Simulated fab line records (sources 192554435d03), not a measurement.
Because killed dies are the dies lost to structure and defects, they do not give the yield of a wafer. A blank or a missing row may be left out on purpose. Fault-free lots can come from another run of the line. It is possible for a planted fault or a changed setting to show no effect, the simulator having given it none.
Split-lot study -- flow n5-finfet -- 21 wafers read across 7 lots, on a route 1938 steps long

SPLIT DETAILS
At N5_BEOL_M15_PEB_26 (peb time 90 s), the setting peb-temp-c was moved away from the recipe's 130 C on 5 of the 21 wafers read, by -1.6% to +2.0%. All remaining wafers had this setting at the recipe value.

FROM THE SPLIT TO THE READING: what the file shows between them, 2 steps
- N5_BEOL_M15_DEVELOP_27: develop time 45 s
- N5_BEOL_M15_HARDBAKE_32: time 120 s

THE READING
cd-nm (nm) at N5_BEOL_M15_CD_MEAS_28, where the cd target is 407.6 nm. On this fab line, fault-free wafers typically give 408.5 nm with a standard deviation of 2.5 nm.

wafer,"tool, chamber at the split","peb-temp-c as run, C",against the recipe,"cd-nm, nm",against lot-mates on the recipe
L075.2,"litho-track-05, 0",127.9,-1.6%,395.5,-9.4
L075.3,"litho-track-05, 0",130,recipe,404.9,-
L075.6,"litho-track-05, 0",127.9,-1.6%,395.4,-9.5
L079.2,"litho-track-04, 0",130,recipe,409.2,-
L079.5,"litho-track-04, 0",130,recipe,410.0,-
L079.6,"litho-track-04, 0",130,recipe,408.9,-
L078.2,"litho-track-01, 0",130,recipe,410.3,-
L078.3,"litho-track-01, 0",132.5,+1.9%,419.1,+9.4
L078.6,"litho-track-01, 0",130,recipe,409.1,-
L083.1,"litho-track-04, 0",130,recipe,408.8,-
L083.4,"litho-track-04, 0",130,recipe,402.7,-
L083.6,"litho-track-04, 0",130,recipe,410.1,-
L082.1,"litho-track-05, 0",130,recipe,408.9,-
L082.5,"litho-track-05, 0",130,recipe,409.0,-
L082.6,"litho-track-05, 0",130,recipe,409.0,-
L088.2,"litho-track-04, 0",130,recipe,409.3,-
L088.5,"litho-track-04, 0",132.6,+2.0%,421.6,+12.1
L088.6,"litho-track-04, 0",130,recipe,409.7,-
L087.1,"litho-track-05, 0",128.2,-1.4%,399.5,-9.6
L087.4,"litho-track-05, 0",130,recipe,408.9,-
L087.5,"litho-track-05, 0",130,recipe,409.4,-

FIT RESULTS
A straight line over all 21 wafers: cd-nm changes by +6.81 nm for each +1% of peb-temp-c; r = +0.95; the points scatter about the line by 2 nm.
The same after taking each lot's own level away (the mean of its wafers on the recipe; 21 wafers): +5.8 nm for each +1%; r = +0.96; scatter 1.4 nm.
The reading moves by 12 nm for the largest change in peb-temp-c, on that fit.
The span of the lots' own levels, 404.90 to 409.70 nm, comes to 1.9 times the standard deviation stated above.
So the slope is not independent of the lot-to-lot level: the two fits are not the same.
Check: for one of the wafers moved furthest among these (+2.0%), held out of the fit, the line's prediction against its lot-mates is +11.1 nm. Against them it came out at +12.1 nm.

THESE WAFERS: OTHER SPLITS
Other splits were also applied to these wafers ahead of the reading. Each is held against what the fit with the lots' levels taken away leaves over:
other split on the same wafers,wafers away from the commonest value,r with cd-nm (lot level and that fit taken away)
N5_BEOL_M14_EXPOSE_07 dose-mj,9,+0.16

THE WHOLE CHAIN: every reading that the file lists as answering this split, in the file's order
step,what it does,reading,change (the file's fit),r (the file's)
N5_BEOL_M15_CD_MEAS_28,target cd 407.6 nm,cd-nm,+5.81 nm for each +1% of the setting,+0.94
N5_BEOL_M15_DESCUM_33,"chemistry O2, time 7.9 s","BEOL_M15.cd-nm (the simulator's own value, which no gauge read)",+5.83 nm for each +1% of the setting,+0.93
N5_BEOL_M15_ETCH_61,"etches BARC in N2/H2, target depth 89 nm, overetch 26.7 nm, time 67.9 s","BEOL_M15.cd-nm (the simulator's own value, which no gauge read)",+5.27 nm for each +1% of the setting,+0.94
N5_BEOL_M15_TRENCH_ETCH_34,"etches SiO2 in C4F8/O2/Ar, target depth 872.93 nm, time 199 s","BEOL_M15.cd-nm (the simulator's own value, which no gauge read)",+5.2 nm for each +1% of the setting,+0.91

THE FILE'S OWN FIT
cd-nm changes by +5.81 nm for each +1% of peb-temp-c, r = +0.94.
